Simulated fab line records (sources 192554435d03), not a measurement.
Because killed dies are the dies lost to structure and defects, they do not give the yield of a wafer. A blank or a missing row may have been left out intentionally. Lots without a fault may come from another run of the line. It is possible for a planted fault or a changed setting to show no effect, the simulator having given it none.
fab line records | flow n5_finfet | part 2 of 2: steps 5 to 6 of 6
[record] lots = 24 wafers = 72 last_day = 18
route steps=1938 shown BEOL_M6@1248 BEOL_M7@1277
lots that met no fault: from a run of the same line without faults
start_h: hours from the record's opening day to when the first of the lot's shown wafers began | wait_h: hours from the lot's prior step to this one | " identical to the entry in the row above | L1.1+2: several wafers, shown together as one row | - either no value or no given start | * or withheld: withheld | < > ~ a bound
route shown NAME@n: NAME is a module with steps in the file, n the number in the route of the first one | usual: mean/standard deviation of fault-free wafers | same: alike in all rows | chamber/n: place in a boat | sites: per-site readings | _std_site: how widely they spread, as a standard deviation | _edge_site: outer sites' mean less inner sites' | radius_mm: how far each site lies from the wafer's centre | mask NAME#n: copy n | behind: the tool/chamber that last shaped the wafer | hold: reason for holding the lot/hours on hold/outcome of the hold | device: whichever transistor did not switch (one of n, p or np) | end of line: tests of these same wafers at the route's end | step lacking rows: just its recipe | killed: the dies lost at the first sort to structure and to defects; this is not the yield of the wafer | map: a wafer's dies, marking killed ones x, the rest . and places with no die _
set.NAME: the setting as run; set.NAME@STEP: as run at that earlier step | model.NAME: the simulator's own value behind a step, which no gauge read
steps of the route over a sample of lots; a table a step, a row a wafer
services: from which hour (start_h, from the record's first day; less than 0 if before it) a tool's chamber was out of use, for how many hours, and why
[[steps]]
[step N5_BEOL_M7_HM_OPEN_17]
[recipe] chemistry = Cl2/BCl3 target_depth_a = 200 overetch_a = 60 target = TiN mask_material = SOC ion_energy_ev = 150 pressure_mtorr = 10 icp_w = 1000 bias_w = 126 Cl2_flow_sccm = 53.25 bcl3_flow_sccm = 21.75 Ar_flow_sccm = 25
[usual] drypump_motor_current_A = 5.9/0.48 oes_product_au = 0.66/0.081 rf_fwd_power_W = 992/3.8 throttle_valve_pct = 22.10/0.26
// columns lot.wafer tool chamber start_h wait_h drypump_motor_current_A oes_product_au rf_fwd_power_W rf_hours_counter_h throttle_valve_pct
L074.1 rie_metal-02 0 189.45 0.0 6.6 0.74 990 19 22.07
L074.3 " 0 " " 6.6 0.75 992 - 22.06
L074.4 " 1 " " 5.4 0.55 993 - 22.26
L075.1 rie_metal-02 1 198.37 0.0 5.4 0.56 987 103 22.25
L075.4 " 1 " " 5.4 0.54 989 - 22.26
L075.6 " 0 " " 6.7 0.73 988 - 22.10
L077.3 rie_metal-01 1 211.21 0.1 5.4 0.85 987 - 21.90
L077.5 " 0 " " 5.8 0.64 999 - 21.60
L077.6 " 1 " " 5.4 0.84 987 - 21.92
L076.4 rie_metal-02 0 224.44 0.1 6.6 0.72 987 - 22.09
L076.5 " 1 " " 5.4 0.55 995 - 22.25
L076.6 " 0 " " 6.7 0.72 989 - 22.09
L078.1 rie_metal-02 0 231.40 0.0 6.6 0.73 991 24 22.08
L078.2 " 1 " " 5.4 0.55 995 107 22.26
L078.3 " 0 " " 6.7 0.72 992 - 22.08
L079.2 rie_metal-02 0 240.85 0.0 6.6 0.72 989 26 22.10
L079.4 " 0 " " 6.7 0.72 988 - 22.10
L079.5 " 0 " " 6.6 0.72 994 - 22.10
L080.1 rie_metal-01 0 254.83 0.0 5.8 0.63 992 57 21.61
L080.4 " 1 " " 5.4 0.81 985 - 21.89
L080.5 " 0 " " 5.8 0.64 998 - 21.61
L082.1 rie_metal-02 0 254.90 0.0 6.6 0.71 989 27 22.09
L082.3 " 0 " " 6.6 0.72 993 - 22.07
L082.4 " 1 " " 5.4 0.54 994 - 22.26
L081.1 rie_metal-02 1 257.33 0.0 5.4 0.54 991 110 22.26
L081.2 " 0 " " 6.7 0.71 991 27 22.09
L081.6 " 0 " " 6.7 0.71 988 - 22.10
L083.3 rie_metal-01 1 265.61 0.1 5.4 0.80 992 - 21.93
L083.5 " 0 " " 5.8 0.63 994 - 21.62
L083.6 " 1 " " 5.4 0.81 991 - 21.92
L084.1 rie_metal-03 1 266.46 0.0 5.9 0.66 987 40 22.20
L084.2 " 0 " " 5.5 0.61 985 61 22.63
L084.5 " 0 " " 5.5 0.61 993 - 22.63
L086.3 rie_metal-02 0 270.45 0.1 6.7 0.71 995 - 22.10
L086.4 " 1 " " 5.4 0.55 994 - 22.27
L086.6 " 0 " " 6.6 0.70 992 - 22.10
L085.2 rie_metal-03 0 275.66 0.0 5.5 0.61 987 62 22.63
L085.4 " 0 " " 5.5 0.60 990 - 22.65
L085.6 " 0 " " 5.5 0.61 987 - 22.62
L088.2 rie_metal-01 0 281.78 0.0 5.8 0.63 1002 61 21.62
L088.4 " 0 " " 5.8 0.63 1000 - 21.62
L088.6 " 1 " " 5.4 0.78 989 - 21.93
L087.2 rie_metal-03 0 286.64 0.0 5.5 0.61 985 62 22.63
L087.4 " 1 " " 5.9 0.66 990 - 22.19
L087.6 " 1 " " 5.9 0.66 991 - 22.20
L090.2 rie_metal-02 0 290.33 0.1 6.7 0.71 992 29 22.11
L090.3 " 1 " " 5.4 0.54 992 - 22.27
L090.5 " 1 " " 5.4 0.53 996 - 22.26
L089.1 rie_metal-03 1 297.82 0.0 5.9 0.66 990 42 22.18
L089.3 " 1 " " 5.9 0.67 991 - 22.18
L089.6 " 1 " " 5.9 0.65 993 - 22.18
L091.3 rie_metal-02 0 307.36 0.1 6.7 0.71 992 - 22.10
L091.4 " 0 " " 6.6 0.70 984 - 22.11
L091.6 " 0 " " 6.7 0.71 991 - 22.09
L092.2 rie_metal-01 1 310.63 0.0 5.4 0.77 991 11 21.95
L092.3 " 1 " " 5.4 0.78 993 - 21.93
L092.5 " 0 " " 5.8 0.61 998 - 21.64
L093.2 rie_metal-01 1 317.17 0.0 5.4 0.77 989 11 21.94
L093.5 " 0 " " 5.8 0.62 994 - 21.63
L093.6 " 1 " " 5.3 0.78 993 - 21.93
L094.2 rie_metal-01 0 325.73 0.0 5.8 0.60 999 64 21.65
L094.4 " 0 " " 5.8 0.61 992 - 21.64
L094.5 " 1 " " 5.4 0.76 987 - 21.95
L095.1 rie_metal-03 1 341.98 0.0 5.9 0.64 989 48 22.23
L095.2 " 1 " " 5.9 0.65 992 - 22.22
L095.3 " 1 " " 5.8 0.64 997 - 22.22
L097.1 rie_metal-03 1 343.16 0.0 5.9 0.65 994 48 22.21
L097.3 " 1 " " 5.9 0.64 995 - 22.21
L097.4 " 1 " " 5.8 0.64 992 - 22.23
L096.3 rie_metal-03 1 345.46 0.1 5.9 0.66 993 - 22.19
L096.5 " 1 " " 5.9 0.65 983 - 22.22
L096.6 " 1 " " 5.8 0.65 985 - 22.18
[step N5_BEOL_M7_STRIP_36]
[recipe] chemistry = N2/H2 power_w = 450 temp_c = 40 pressure_mtorr = 20 rf_frequency_hz = 6e+07 overash_fraction = 0.3 bias_power_w = 7 h2_frac = 0.5 n2_flow_sccm = 200 h2_flow_sccm = 200
[usual] drypump_motor_current_A = 5.8/0.54 oes_product_au = 0.80/0.1 rf_vpp_V = 59.4/1.4 showerhead_plenum_p_Torr = 2.56/0.069 throttle_valve_pct = 23.68/0.23
// columns lot.wafer tool chamber start_h wait_h drypump_motor_current_A oes_product_au rf_hours_counter_h rf_vpp_V showerhead_plenum_p_Torr throttle_valve_pct
L074.1 rie_diel-05 3 192.63 0.0 5.9 0.71 171 61.0 2.64 23.95
L074.3 " 2 " " 6.6 0.76 158 59.6 2.52 23.72
L074.4 " 0 " " 6.6 0.77 155 59.5 2.45 23.47
L075.1 rie_diel-03 0 200.42 0.0 5.9 0.94 20 58.7 2.50 23.56
L075.4 " 3 " " 4.8 0.72 181 57.9 2.64 23.77
L075.6 " 3 " " 4.8 0.73 - 59.1 2.64 23.81
L077.3 rie_diel-03 1 212.23 0.0 5.4 0.73 189 57.8 2.50 23.90
L077.5 " 2 " " 6.0 0.97 - 61.1 2.60 23.82
L077.6 " 3 " " 4.9 0.73 - 57.3 2.63 23.79
L076.4 rie_diel-03 1 225.96 0.0 5.3 0.71 194 57.7 2.50 23.89
L076.5 " 2 " " 6.0 0.96 - 60.1 2.60 23.83
L076.6 " 3 " " 4.8 0.72 - 56.8 2.63 23.78
L078.1 rie_diel-02 0 232.46 0.0 5.2 0.70 245 58.0 2.59 23.16
L078.2 " 3 " " 6.3 0.67 241 60.1 2.63 23.83
L078.3 " 1 " " 6.3 0.81 80 61.8 2.59 23.54
L079.2 rie_diel-03 3 245.72 0.0 4.8 0.71 195 60.5 2.63 23.78
L079.4 " 2 " " 6.0 0.94 24 58.4 2.60 23.82
L079.5 " 2 " " 6.0 0.94 - 58.3 2.60 23.88
L080.1 rie_diel-02 2 255.92 0.0 5.9 0.94 5 61.2 2.70 23.20
L080.4 " 3 " " 6.3 0.65 - 58.1 2.63 23.80
L080.5 " 2 " " 5.9 0.95 - 62.0 2.69 23.16
L082.1 rie_diel-05 1 256.19 0.0 5.3 0.95 10 58.4 2.59 23.47
L082.3 " 3 " " 5.9 0.71 191 61.6 2.63 23.97
L082.4 " 0 " " 6.6 0.74 176 58.5 2.44 23.50
L081.1 rie_diel-02 2 258.26 0.0 5.9 0.94 6 61.0 2.69 23.16
L081.2 " 1 " " 6.3 0.82 88 60.7 2.59 23.53
L081.6 " 3 " " 6.3 0.66 - 60.7 2.63 23.81
L083.3 rie_diel-03 3 266.62 0.0 4.8 0.71 201 61.5 2.63 23.84
L083.5 " 1 " " 5.4 0.72 - 57.8 2.49 23.94
L083.6 " 0 " " 6.0 0.89 - 62.5 2.49 23.58
L084.1 rie_diel-03 2 268.65 0.0 6.0 0.94 30 60.7 2.60 23.86
L084.2 " 1 " " 5.3 0.71 206 57.8 2.49 23.90
L084.5 " 1 " " 5.4 0.71 - 58.1 2.49 23.91
L086.3 rie_diel-05 3 274.91 0.0 5.8 0.69 196 62.2 2.63 23.97
L086.4 " 1 " " 5.4 0.94 16 57.7 2.59 23.46
L086.6 " 0 " " 6.6 0.74 - 59.9 2.44 23.45
L085.2 rie_diel-05 3 277.39 0.0 5.9 0.69 197 58.9 2.63 24.01
L085.4 " 1 " " 5.3 0.94 16 61.7 2.59 23.48
L085.6 " 3 " " 5.9 0.70 - 58.0 2.63 23.98
L088.2 rie_diel-03 1 285.43 0.0 5.3 0.70 210 59.8 2.49 23.93
L088.4 " 0 " " 6.0 0.89 45 57.8 2.49 23.57
L088.6 " 2 " " 6.0 0.91 - 61.0 2.59 23.82
L087.2 rie_diel-03 3 288.38 0.0 4.9 0.70 207 58.9 2.62 23.77
L087.4 " 1 " " 5.4 0.71 211 57.7 2.49 23.94
L087.6 " 1 " " 5.4 0.71 - 58.9 2.49 23.89
L090.2 rie_diel-03 2 293.37 0.0 6.0 0.92 39 59.5 2.59 23.86
L090.3 " 0 " " 5.9 0.89 47 59.8 2.49 23.60
L090.5 " 1 " " 5.3 0.70 - 58.9 2.49 23.92
L089.1 rie_diel-03 2 301.73 0.0 6.0 0.90 41 58.9 2.59 23.84
L089.3 " 0 " " 6.0 0.86 49 58.2 2.48 23.60
L089.6 " 2 " " 6.0 0.90 - 59.5 2.59 23.85
L091.3 rie_diel-02 1 309.69 0.0 6.3 0.79 104 60.7 2.58 23.56
L091.4 " 1 " " 6.3 0.77 - 58.2 2.58 23.55
L091.6 " 2 " " 5.9 0.89 - 60.6 2.69 23.19
L092.2 rie_diel-03 3 311.49 0.0 4.9 0.70 214 60.7 2.62 23.83
L092.3 " 0 " " 5.9 0.88 52 57.8 2.48 23.62
L092.5 " 0 " " 5.9 0.88 - 60.0 2.48 23.61
L093.2 rie_diel-05 2 318.47 0.0 6.6 0.71 197 58.6 2.51 23.79
L093.5 " 1 " " 5.4 0.93 - 61.0 2.58 23.51
L093.6 " 0 " " 6.6 0.73 - 58.3 2.43 23.51
L094.2 rie_diel-03 3 328.51 0.0 4.8 0.69 219 59.6 2.62 23.82
L094.4 " 2 " " 6.0 0.89 48 60.1 2.59 23.87
L094.5 " 0 " " 5.9 0.88 - 57.9 2.48 23.63
L095.1 rie_diel-03 1 343.11 0.0 5.3 0.70 226 58.5 2.49 23.93
L095.2 " 0 " " 5.9 0.88 62 60.0 2.48 23.60
L095.3 " 3 " " 4.8 0.70 224 58.6 2.62 23.83
L097.1 rie_diel-02 1 344.45 0.0 6.3 0.77 116 61.0 2.58 23.56
L097.3 " 3 " " 6.3 0.96 9 57.3 2.62 23.31
L097.4 " 0 " " 5.2 0.92 22 58.1 2.58 23.16
L096.3 rie_diel-05 2 346.33 0.0 6.5 0.71 205 58.5 2.50 23.79
L096.5 " 3 " " 5.9 0.69 - 59.4 2.62 24.02
L096.6 " 0 " " 6.6 0.72 - 56.9 2.43 23.53
[[services]]
// columns tool chamber start_h hours kind
uv_cure-01 - 170.88 1.0 pm
pecvd-03 - 183.37 1.1 repair
pecvd-02 2 185.05 3.7 repair
rie_diel-02 2 214.60 - clean
rie_diel-02 2 214.60 - consumable_replace:focus_ring
rie_diel-02 2 214.60 - consumable_replace:showerhead
rie_diel-02 2 214.60 22.7 scheduled_down
uv_cure-01 - 216.86 22.2 pm
pecvd-02 - 222.48 6.0 pm
pecvd-01 - 224.41 0.5 repair
uv_cure-03 - 224.65 0.2 repair
rie_metal-01 - 226.93 6.8 repair
uv_cure-02 - 230.55 2.1 pm
pecvd-01 1 254.45 48.9 repair
uv_cure-01 - 258.43 9.2 repair
pecvd-01 2 264.95 6.6 repair
rie_diel-03 1 298.81 7.3 repair
pecvd-03 - 299.39 28.1 pm
uv_cure-01 - 301.40 2.1 pm
uv_cure-01 - 320.21 6.0 pm
rie_diel-02 1 322.00 2.0 repair
rie_metal-02 - 328.64 0.5 repair
rie_metal-03 0 332.65 14.8 repair
pecvd-03 - 334.70 0.7 repair
